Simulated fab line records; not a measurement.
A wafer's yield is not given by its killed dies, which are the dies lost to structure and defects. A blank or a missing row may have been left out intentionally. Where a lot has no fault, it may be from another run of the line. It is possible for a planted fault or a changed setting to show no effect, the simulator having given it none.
Comparing a struck lot with a sound one ; flow n5_finfet ; 14 steps out of a route of 1938
Sound: wafers L504.4, L504.5, L504.6. Struck: wafer L512.6. (L512.1, L512.2 of the same lot were not struck and are left out.) The cause comes at the end.
Per side, at each step with rows, come the tool, then ch with its chambers, and then its first start. Under that, the readings that differ: sound wafers ; struck wafers ; difference of the means ; sigmas: that difference in standard deviations of wafers without a fault.
alike: readings whose means differ by less than 2 such deviations, and words and numbers that are the same on both sides. not compared: withheld readings, readings that some wafer has no value for, bounds like >300 that may hide the same value, and numbers for which the record gives no deviation and whose values overlap.
A row with sigmas, a row that says differs or no value, or rows on one side alone: a step with any of these is where the two part. When numbers do not overlap yet have no deviation, they are printed without sigmas and do not part them. A reading that every wafer of one side lacks parts them only if that side has two wafers or more.

first, 1 step without rows for these wafers: N5_BEOL_M6_DEVELOP_27 (develop time 30 s).
N5_BEOL_M6_CD_MEAS_28: the cd target is 40 nm.
  sound on cd_sem-02 ch 0, day 8 19:46; struck on cd_sem-03 ch 0, day 11 05:54
  alike: cd_nm
N5_BEOL_M6_OVL_MEAS_29:
  sound on overlay-02 ch 0, day 8 19:49; struck on overlay-01 ch 0, day 11 05:56
  alike: V5_OVL
N5_BEOL_M6_INSPECT_30: inspects for defects (brightfield).
  struck on defect_inspect-02, day 11 05:59; sound on defect_inspect-02, day 8 19:51
  alike: raw_defect_count
N5_BEOL_M6_DESCUM_33: chemistry O2, time 7 s.
  sound on rie_diel-04 ch 0,2,3, day 8 19:54; struck on rie_diel-03 ch 3, day 11 06:24
  alike: drypump_motor_current_A, oes_product_au, rf_vpp_V, showerhead_plenum_p_Torr, throttle_valve_pct
  not compared: rf_hours_counter_h
N5_BEOL_M6_ETCH_72: etches underlayer in N2/H2, target depth 6.5 nm, time 5.2 s.
  sound on rie_diel-04 ch 0,2,3, day 8 19:56; struck on rie_diel-03 ch 3, day 11 06:26
  alike: drypump_motor_current_A, etch_rf_on_time_s, oes_product_au, rf_vpp_V, showerhead_plenum_p_Torr, throttle_valve_pct
  not compared: rf_hours_counter_h
N5_BEOL_M6_ETCH_65: etches SiARC in CF4, target depth 15.6 nm, time 26 s.
  sound on rie_diel-04 ch 0,2,3, day 8 19:57; struck on rie_diel-03 ch 3, day 11 06:27
  alike: drypump_motor_current_A, etch_rf_on_time_s, oes_product_au, rf_vpp_V, showerhead_plenum_p_Torr, throttle_valve_pct
  not compared: rf_hours_counter_h
then, 3 steps without rows for these wafers: N5_BEOL_M6_ETCH_66 (etches SOC in N2/H2, target depth 80 nm, overetch 16 nm, time 120 s); N5_BEOL_M6_STRIP_69 (strips in N2/H2); N5_BEOL_M6_STRIP_73 (strips in N2/H2).
N5_BEOL_M6_VIA_ETCH_34: etches SiCOH lowk in C4F6/O2, target depth 126.3 nm, time 50.9 s.
  sound on rie_diel-04 ch 0,2,3, day 8 20:05; struck on rie_diel-03 ch 3, day 11 06:35
  alike: drypump_motor_current_A, oes_o_777_au, oes_product_au, rf_vpp_V, showerhead_plenum_p_Torr, throttle_valve_pct
  not compared: rf_hours_counter_h
then, 1 step without rows for these wafers: N5_BEOL_M6_STRIP_76 (strips in C4F6/O2).
N5_BEOL_M6_STRIP_36: strips in N2/H2.
  sound on rie_diel-04 ch 0,2,3, day 8 20:08; struck on rie_diel-03 ch 3, day 11 06:38
reading;sound;struck;difference;sigmas
h2_flow_sccm (sccm);199.9 199.7 199.7;219.5;+19.7;+33
throttle_valve_pct (%);24.0 23.1 23.0;25.5;+2.1;+5
  alike: drypump_motor_current_A, oes_product_au, rf_vpp_V, showerhead_plenum_p_Torr
  not compared: rf_hours_counter_h
N5_BEOL_M6_TRENCH_ETCH_37: etches SiCOH lowk in C4F6/O2, target depth 94.435 nm, time 31.5 s.
  sound on rie_diel-04 ch 0,2,3; struck on rie_diel-03 ch 3
  alike: drypump_motor_current_A, oes_o_777_au, oes_product_au, rf_vpp_V, showerhead_plenum_p_Torr, throttle_valve_pct
  not compared: rf_hours_counter_h

## WHERE THEY PART
N5_BEOL_M6_STRIP_36 only, going by this record. Later steps at which nothing parts them and some readings are alike: N5_BEOL_M6_TRENCH_ETCH_37.

WHY: what had been put in by the simulator
rie_diel-03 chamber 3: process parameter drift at N5_BEOL_M6_STRIP_36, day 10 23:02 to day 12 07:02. From 200, the setting h2_flow_sccm moved by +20. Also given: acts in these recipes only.
